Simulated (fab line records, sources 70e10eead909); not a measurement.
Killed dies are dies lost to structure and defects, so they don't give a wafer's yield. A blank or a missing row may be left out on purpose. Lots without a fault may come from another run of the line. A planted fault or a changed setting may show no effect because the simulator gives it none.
A struck lot beside a sound one | flow nand_harc | 14 steps out of a route of 1302
Sound: wafers L444.1, L444.4, L444.6. Struck: wafer L463.5. (L463.2, L463.6 of the same lot were not struck and are left out.) The cause comes at the end.
At each step with rows: each side's tool, then ch and its chambers, then its first start. Under that, the readings that differ: sound wafers | struck wafers | difference of the means | sigmas: that difference in standard deviations of wafers without a fault.
alike: readings whose means differ by less than 2 such deviations, and words and numbers that are the same on both sides. not compared: withheld readings, readings that some wafer has no value for, bounds like >300 that may hide the same value, and numbers for which the record gives no deviation and whose values overlap.
The two part at a step that has a row with sigmas, a row that says differs or no value, or rows on one side only. Numbers that don't overlap but have no deviation are shown without sigmas and don't part them. A reading that every wafer of one side lacks parts them only if that side has two wafers or more.

NHARC_A_CONTACT_ETCH_139: etches the open film in C4F8/O2/Ar, time 195 s, target depth 840 nm.
  sound on har_cap_etch-01 ch 1, day 23 00:25; struck on har_cap_etch-02 ch 1, day 29 20:51
  not compared: rf_hours_counter_h
then, 1 step without rows for these wafers: NHARC_A_CONTACT_ETCH_92 (etches the open film in CH3F/O2, target depth 40 nm, time 85.7 s).
NHARC_A_CONTACT_ETCH_98: etches the open film in C4F6/O2, target depth 20 nm, time 10 s.
  sound on rie_diel-08 ch 0,1,3; struck on rie_diel-01 ch 2
  reading                     | sound             | struck | difference | sigmas
  drypump_motor_current_A (A) | 5.60 5.36 5.86    | 6.22   | +0.61      | +2
  rf_vpp_V (V)                | 549.6 547.5 545.7 | 553.2  | +5.6       | +2
  alike: c4f6_flow_sccm, mfc_ar_sccm, oes_product_au, showerhead_plenum_p_Torr, throttle_valve_pct
  not compared: rf_hours_counter_h
NHARC_A_CONTACT_CD_MEAS_15:
  sound on cd_sem-03, day 23 01:12; struck on cd_sem-01, day 29 21:35
  alike: cd_nm
then, 3 steps without rows for these wafers: NHARC_A_CONTACT_STRIP_107 (strips in N2/H2); NHARC_A_CONTACT_STRIP_108 (strips in CF4/CHF3); NHARC_A_CONTACT_STRIP_109 (strips in O2/COS).
NHARC_A_CONTACT_ETCH_110: etches the open film in CF4/O2, target depth 60 nm, overetch 6 nm, time 33 s.
  sound on rie_diel-04 ch 0,1,2, day 23 01:34; struck on rie_diel-08 ch 1, day 29 21:53
  alike: drypump_motor_current_A, mfc_ar_sccm, oes_product_au, rf_vpp_V, showerhead_plenum_p_Torr, throttle_valve_pct
  not compared: rf_hours_counter_h
then, 2 steps without rows for these wafers: NHARC_A_CONTACT_STRIP_26 (strips in O2); NHARC_A_CONTACT_STRIP_27 (strips in post etch residue remover, time 600 s).
NHARC_A_CONTACT_ALD_18: deposits TiN, target thk 3 nm, pulse time 1 s, ald cycles 150.
  sound on ald_metal-03 ch 1,2, day 23 02:13; struck on ald_metal-01 ch 2, day 29 22:32
  alike: heater_power_w, precursor_pulse_height_rel
NHARC_A_CONTACT_CVD_19: deposits W, target thk 300 nm, time 802 s.
  sound on cvd_w-01 ch 0,1; struck on cvd_w-02 ch 1
  reading            | sound       | struck | difference | sigmas
  heater_power_w (W) | 466 468 490 | 397    | -78        | -3
  alike: mfc_ar_sccm, mfc_wf6_sccm, throttle_valve_pct
NHARC_A_CONTACT_CMP_20: polishes, t overpolish 30 s, target thk 300 nm.
  sound on cmp-02 ch 0,3, day 23 03:18; struck on cmp-03 ch 2, day 29 23:40
  reading                | sound          | struck | difference | sigmas
  time_to_endpoint_s (s) | 60.5 62.0 60.4 | 35.7   | -25.3      | -9
  alike: motor_current_A, overpolish_run_s, slurry_flow_ml_min
NHARC_END_SORT_01:
  sound on prober-01 ch 0, day 25 01:52; struck on prober-02 ch 0, day 31 22:44
  alike: killed_at_array, killed_at_other, killed_at_periphery, killed_dies, killed_open, killed_short

WHERE THEY PART
First at NHARC_A_CONTACT_ETCH_98; last, within this record, at NHARC_A_CONTACT_CMP_20. Later steps at which nothing parts them and some readings are alike: NHARC_END_SORT_01.

WHY: what the simulator had put in
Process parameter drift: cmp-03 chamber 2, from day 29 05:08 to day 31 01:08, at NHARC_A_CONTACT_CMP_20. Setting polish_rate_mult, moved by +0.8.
